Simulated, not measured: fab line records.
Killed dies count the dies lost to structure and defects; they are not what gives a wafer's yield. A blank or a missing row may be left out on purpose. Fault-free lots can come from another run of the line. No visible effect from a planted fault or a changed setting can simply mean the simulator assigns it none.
Problem report in the 8D (eight disciplines) form, filled by code    flow n5-finfet    the parts of the form that need people (team, actions taken, sign-off) are left out

== 1. WHAT IS WRONG ==
raw-defect-count at N5_MOL_CONTACT_COAG_INSPECT_42 reads a mean of 615 on 6 wafers of 2 lots; wafers without a fault read 207 with a standard deviation of 56. Measured from the usual mean, that is +7.3 standard deviations.
The step: inspects for defects (brightfield).
First observed at day 8 17:30: wafer L378.2, on defect-inspect-01. At this step, 12 wafers from 4 lots have a number in the record. The rule behind "out" and "out of limits": a value lying over 4 standard deviations away from the usual mean. All remaining wafers that have a number are taken as sound.

== 2. WHAT IT IS AND WHAT IT IS NOT ==
question                     is                                    is not
which readings at this step  raw-defect-count                      -
which lots                   L378, L381                            L372, L383
which wafers of those lots   all that have a number                -
read on which gauges         defect-inspect-01, defect-inspect-02  -
when                         from day 8 17:30                      up to then (3 sound wafers); but 3 sound wafers of L383 came after

== 3. WHAT RULES OUT EACH SUSPECT ==
Counting: a tool at a process step up to the reading stays a suspect if it ran every lot that is out and no sound lot after the first of them.
- the gauge at N5_MOL_CONTACT_COAG_INSPECT_42: ruled out. Those wafers that are out were read across 2 gauges (defect-inspect-01, defect-inspect-02).
- rie-diel-02 at N5_MOL_CONTACT_COAG_VIA_ETCH_46 (etches SiO2 in C4F6/O2, target depth 46 nm, overetch 9.2 nm, time 40 s): kept. It ran every lot that is out, first L378 (day 8 16:38), and no sound lot after that; its last sound lot up to then is L372 (day 7 04:36).
Left after counting: rie-diel-02 at N5_MOL_CONTACT_COAG_VIA_ETCH_46.

== 4. THE CAUSE (what the simulator had put in) ==
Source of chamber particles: rie-diel-02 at N5_MOL_CONTACT_COAG_VIA_ETCH_46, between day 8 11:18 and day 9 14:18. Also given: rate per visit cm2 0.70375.
Counting left only this tool.

== 5. THE CHAIN OF EFFECTS, in route order ==
One row per reading whose mean, taken over the struck wafers that have a number, lies over 3 standard deviations from the usual. Readings are gone through only where the record gives a usual standard deviation; hours: the median, over the lots, of the time from a lot's start at the first step in this table giving one to that lot's start at this step; sigmas: the change measured in usual standard deviations.
hours  step                            reading               usual   on struck wafers  change  sigmas
0      N5_MOL_CONTACT_COAG_INSPECT_42  raw-defect-count      207     615               +408    +7.3
202    N5_PASSIVATION_PROBE_49         defect-limited-yield  91.5 %  82.3              -9.2    -6.1
202    N5_PASSIVATION_PROBE_49         killed-at-contacts    12      117               +105    +19
202    N5_PASSIVATION_PROBE_49         killed-dies           101     209               +108    +6.0
202    N5_PASSIVATION_PROBE_49         killed-on-rim         13      25                +12     +3.0
202    N5_PASSIVATION_PROBE_49         sort_bin_5_function   5.0 %   11.5              +6.5    +6.5
202    N5_PASSIVATION_PROBE_49         sort-n-pass           1079    971               -108    -6.0
202    N5_PASSIVATION_PROBE_49         sort-yield-pct        91.5 %  82.3              -9.2    -6.1
Here are the process steps it includes:
- N5_PASSIVATION_PROBE_49
At these later measuring or inspecting steps, every struck wafer for which the step has a row has a number for every such reading, and none has moved that far: N5_BEOL_M4_RC_MEAS_101.

== 6. WHAT WOULD HAVE CAUGHT IT SOONER ==
In this record the first reading out of limits at a measuring or inspecting step was taken at day 8 17:30, 6 hours after the fault began at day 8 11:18.
An alarm limit of 4 standard deviations would not have fired on the tool readings at N5_MOL_CONTACT_COAG_VIA_ETCH_46 for which the record gives a usual standard deviation, since none of them was out on any struck wafer.
Of the lots that are out (2), L381 began N5_MOL_CONTACT_COAG_VIA_ETCH_46 on rie-diel-02 after day 8 17:30. A hold on the tool at that time would have spared it.
